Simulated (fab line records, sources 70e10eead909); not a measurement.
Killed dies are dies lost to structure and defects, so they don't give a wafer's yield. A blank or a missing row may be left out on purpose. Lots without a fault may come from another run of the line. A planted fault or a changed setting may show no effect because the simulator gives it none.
Chamber matching | flow nand_harc | NHARC_P_CONTACT_STRIP_28 on rie_diel-10: 4 sister chambers
The step strips in O2. 33 wafers are shown with their chamber, then 12 later ones without.

WAFERS WITH THEIR CHAMBER
wafer  | chamber | showerhead_plenum_p_Torr (Torr) | drypump_motor_current_A (A) | rf_vpp_V (V)
L075.1 | 2       | 3.58                            | 5.59                        | 58.1
L075.2 | 3       | 3.78                            | 5.87                        | 57.7
L075.6 | 3       | 3.78                            | 5.86                        | 57.5
L078.2 | 2       | 3.58                            | 5.56                        | 57.4
L078.4 | 3       | 3.78                            | 5.87                        | 57.1
L078.5 | 3       | 3.78                            | 5.89                        | 58.2
L077.1 | 1       | 3.58                            | 5.44                        | 58.2
L077.3 | 3       | 3.78                            | 5.85                        | 59.0
L077.5 | 0       | 3.59                            | 5.68                        | 58.4
L079.4 | 1       | 3.58                            | 5.42                        | 57.0
L079.5 | 3       | 3.78                            | 5.85                        | 58.2
L079.6 | 0       | 3.59                            | 5.67                        | 58.9
L080.4 | 3       | 3.78                            | 5.88                        | 58.5
L080.5 | 1       | 3.58                            | 5.43                        | 57.3
L080.6 | 2       | 3.58                            | 5.59                        | 57.6
L081.1 | 3       | 3.78                            | 5.87                        | 58.3
L081.3 | 2       | 3.58                            | 5.58                        | 57.7
L081.6 | 3       | 3.78                            | 5.88                        | 57.8
L084.1 | 1       | 3.58                            | 5.40                        | 58.0
L084.2 | 3       | 3.78                            | 5.90                        | 57.7
L084.3 | 0       | 3.58                            | 5.68                        | 57.9
L083.1 | 0       | 3.58                            | 5.70                        | 58.6
L083.2 | 3       | 3.78                            | 5.88                        | 56.8
L083.3 | 1       | 3.58                            | 5.45                        | 58.4
L087.1 | 1       | 3.58                            | 5.41                        | 59.5
L087.2 | 3       | 3.78                            | 5.82                        | 56.5
L087.6 | 2       | 3.58                            | 5.60                        | 58.0
L088.1 | 0       | 3.58                            | 5.70                        | 58.1
L088.5 | 2       | 3.58                            | 5.57                        | 57.8
L088.6 | 3       | 3.78                            | 5.86                        | 57.0
L090.1 | 2       | 3.58                            | 5.59                        | 57.5
L090.5 | 1       | 3.58                            | 5.44                        | 57.7
L090.6 | 0       | 3.58                            | 5.67                        | 58.2

SIGNATURES (means of the wafers above)
reading                  | chamber 0 | chamber 1 | chamber 2 | chamber 3 | scatter within a chamber
showerhead_plenum_p_Torr | 3.5833    | 3.5800    | 3.5800    | 3.7800    | 0.00214
drypump_motor_current_A  | 5.6833    | 5.4271    | 5.5829    | 5.8677    | 0.0177
rf_vpp_V                 | 58.350    | 58.014    | 57.729    | 57.715    | 0.627
Rule: a wafer's distance from a chamber is the root of the sum, over the readings, of the square of ((its reading less the chamber's mean) divided by the reading's scatter). The wafer belongs to the nearest chamber; if the next one is less than 2 further off, it can't be placed. The scatter: the root of (the sum of the squares of (reading less its chamber's mean) over the shown wafers, divided by (wafers less chambers)).

WAFERS WITHOUT THEIR CHAMBER
wafer  | showerhead_plenum_p_Torr (Torr) | drypump_motor_current_A (A) | rf_vpp_V (V)
L093.2 | 3.57                            | 5.43                        | 57.8
L093.3 | 3.58                            | 5.70                        | 57.7
L093.6 | 3.77                            | 5.91                        | 58.0
L094.2 | 3.58                            | 5.68                        | 58.6
L094.4 | 3.57                            | 5.42                        | 57.2
L094.5 | 3.58                            | 5.66                        | 58.5
L097.1 | 3.58                            | 5.58                        | 58.8
L097.2 | 3.57                            | 5.42                        | 56.8
L097.3 | 3.77                            | 5.87                        | 59.2
L096.2 | 3.58                            | 5.70                        | 58.4
L096.4 | 3.58                            | 5.59                        | 59.3
L096.5 | 3.77                            | 5.87                        | 58.2

WHICH CHAMBER EACH WENT THROUGH
wafer  | from the rows above | in truth
L093.2 | 1                   | 1
L093.3 | 0                   | 0
L093.6 | 3                   | 3
L094.2 | 0                   | 0
L094.4 | 1                   | 1
L094.5 | 0                   | 0
L097.1 | 2                   | 2
L097.2 | 1                   | 1
L097.3 | 3                   | 3
L096.2 | 0                   | 0
L096.4 | 2                   | 2
L096.5 | 3                   | 3
Placed correctly: 12 of 12. Can't be placed from these rows: 0. Placed wrongly: 0.
